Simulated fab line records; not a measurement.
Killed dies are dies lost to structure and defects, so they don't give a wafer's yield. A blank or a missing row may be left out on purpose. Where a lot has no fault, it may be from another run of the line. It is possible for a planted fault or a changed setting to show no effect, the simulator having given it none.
Split-lot study	flow n5Finfet	7 lots, 21 wafers read, on a route of 1938 steps

== THE SPLIT ITSELF ==
At N5_BEOL_M14_TRENCH_ETCH_34 (etches SiO2 in C4F8/O2/Ar, target depth 556.65 nm, time 126.9 s), the setting biasW was moved away from the recipe's 2040 W on 5 of the 21 wafers read, by -14.1% to +5.2%. The other wafers ran this setting at the recipe's value.

Reading taken at the split's own step.

== THE READING ==
rfVppV, in V, at N5_BEOL_M14_TRENCH_ETCH_34 (etches SiO2 in C4F8/O2/Ar, target depth 556.65 nm, time 126.9 s). A value of 2228 V with a standard deviation of 37 V is what fault-free wafers of this fab line usually give.

wafer	tool, chamber at the split	biasW as run, W	against the recipe	rfVppV, V	against lot-mates on the recipe
L078.2	rieDiel-01, 0	1791	-12.2%	1980	-302
L078.3	rieDiel-01, 2	2040	recipe	2282	-
L078.6	rieDiel-01, 0	1791	-12.2%	1979	-303
L079.1	rieDiel-06, 3	2040	recipe	2272	-
L079.3	rieDiel-06, 2	2040	recipe	2254	-
L079.4	rieDiel-06, 2	2040	recipe	2255	-
L085.3	rieDiel-05, 2	2040	recipe	2250	-
L085.4	rieDiel-05, 0	2146	+5.2%	2263	+46
L085.5	rieDiel-05, 0	2040	recipe	2183	-
L084.3	rieDiel-06, 2	2040	recipe	2255	-
L084.4	rieDiel-06, 3	2040	recipe	2272	-
L084.5	rieDiel-06, 1	2040	recipe	2216	-
L088.1	rieDiel-06, 0	2040	recipe	2208	-
L088.3	rieDiel-06, 3	2040	recipe	2271	-
L088.4	rieDiel-06, 1	2040	recipe	2216	-
L091.2	rieDiel-01, 3	2040	recipe	2244	-
L091.3	rieDiel-01, 2	2040	recipe	2281	-
L091.6	rieDiel-01, 1	2040	recipe	2209	-
L097.2	rieDiel-01, 1	1752	-14.1%	1985	-184
L097.3	rieDiel-01, 0	2040	recipe	2169	-
L097.5	rieDiel-01, 0	1752	-14.1%	1947	-222

FIT RESULTS
A straight line over all 21 wafers: rfVppV changes by +19.2 V for each +1% of biasW; r = +0.95; the points scatter about the line by 37 V.
The same after taking each lot's own level away (the mean of its wafers on the recipe; 21 wafers): +18.1 V for each +1%; r = +0.93; scatter 40 V.
That fit puts the effect of the largest move of biasW on the reading at 2.6e+02 V.
Measured against the standard deviation above, the lots' own levels, which go from 2169.0 to 2282.0 V, span 3.1 times it.
The two slopes agree, so the slope changes little with the lot-to-lot level.
Check: -290 V against its lot-mates is what the line predicts for one of the wafers moved furthest among these (-14.1%) when that wafer is left out of the fit. It came out at -184 V against them.
Tool readings at the split's step, against how far the setting was moved: rfVppV r = +0.95.

== THESE WAFERS: OTHER SPLITS ==
Note: prior to the reading, these wafers also went through further splits. Each is held against what the fit with the lots' levels taken away leaves over:
other split on the same wafers	wafers away from the commonest value	r with rfVppV (lot level and that fit taken away)
N5_BEOL_M13_ILD_DEP_00 timeS	6	+0.39
N5_BEOL_M13_COAT_04 spinRpm	11	-0.05
N5_BEOL_M14_PEB_26 pebTempC	5	+0.01

== FILE'S OWN FIT ==
rfVppV changes by +18.1 V for each +1% of biasW, r = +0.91.
